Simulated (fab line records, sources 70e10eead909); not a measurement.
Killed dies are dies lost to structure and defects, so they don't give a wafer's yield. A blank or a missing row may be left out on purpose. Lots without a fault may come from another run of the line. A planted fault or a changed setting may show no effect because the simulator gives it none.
Which tool did it? | flow nand_harc | 6 lots, 18 wafers sampled, at 5 steps of a route of 1159

WHAT THE GAUGES READ, wafer by wafer
NHARC_END_SORT_01.
lot | measured | on | killed_at_array

WHICH TOOL RAN EACH LOT (tool, then ch and the chambers of the sampled wafers, then the start)
lot  | NHARC_A_CHANNEL_FILL_D1_PRECLEAN_30 | NHARC_THIN_TSV_ANNEAL_52         | NHARC_THIN_TSV_DEGAS_53      | NHARC_THIN_TSV_ETCH_36
L922 | wet_bench-06 ch 2,4,6, day 10 22:02 | rtp_anneal-01 ch 0, day 19 01:01 | pvd_sputter-03, day 19 01:40 | rie_metal-03 ch 0,1, day 19 03:22
L923 | wet_bench-06 ch 0,6,7, day 11 06:26 | rtp_anneal-01 ch 0, day 19 06:28 | pvd_sputter-01, day 19 07:18 | rie_metal-01 ch 0,1, day 19 08:58
L925 | wet_bench-07 ch 3,6,7, day 11 15:24 | rtp_anneal-01 ch 0, day 19 15:41 | pvd_sputter-03, day 19 16:31 | rie_metal-03 ch 0,1, day 19 18:16
L926 | wet_bench-06 ch 0,5,6, day 12 15:59 | rtp_anneal-02 ch 0, day 21 13:10 | pvd_sputter-01, day 21 13:58 | rie_metal-03 ch 0,1, day 21 15:40
L938 | wet_bench-06 ch 0,5,6, day 14 21:19 | rtp_anneal-01 ch 0, day 23 16:26 | pvd_sputter-01, day 23 17:09 | rie_metal-03 ch 0,1, day 23 18:51
L940 | wet_bench-06 ch 1,3,5, day 15 08:11 | rtp_anneal-02 ch 0, day 23 23:21 | pvd_sputter-03, day 24 00:10 | rie_metal-02 ch 1, day 24 01:55
- NHARC_A_CHANNEL_FILL_D1_PRECLEAN_30: cleans in dHF, time 30 s.
- NHARC_THIN_TSV_ANNEAL_52: time 90 s.
- NHARC_THIN_TSV_DEGAS_53: time 60 s.
- NHARC_THIN_TSV_ETCH_36: etches the open film in Cl2/BCl3, target depth 65 nm, time 18.571 s.

THE ANSWER, worked out from the rows above alone
Rule: what is usual is taken from the lots themselves. Put in order of their means at a reading, lots are off if they are a third of the lots or fewer, leave a main group of 4 or more, and stand apart from it by a gap of 3 or more times the standard deviation of the main group's means; of several such gaps the widest counts. A main group whose means are all the same, to the digits that the tables above print for the reading, isn't used. A lot without any number at a reading at which 4 lots or more have one is off too. The other lots that the step has rows for count as sound.
No lot is off at any reading shown: from this, nothing can be told.

WHAT THE SIMULATOR HAD PUT IN
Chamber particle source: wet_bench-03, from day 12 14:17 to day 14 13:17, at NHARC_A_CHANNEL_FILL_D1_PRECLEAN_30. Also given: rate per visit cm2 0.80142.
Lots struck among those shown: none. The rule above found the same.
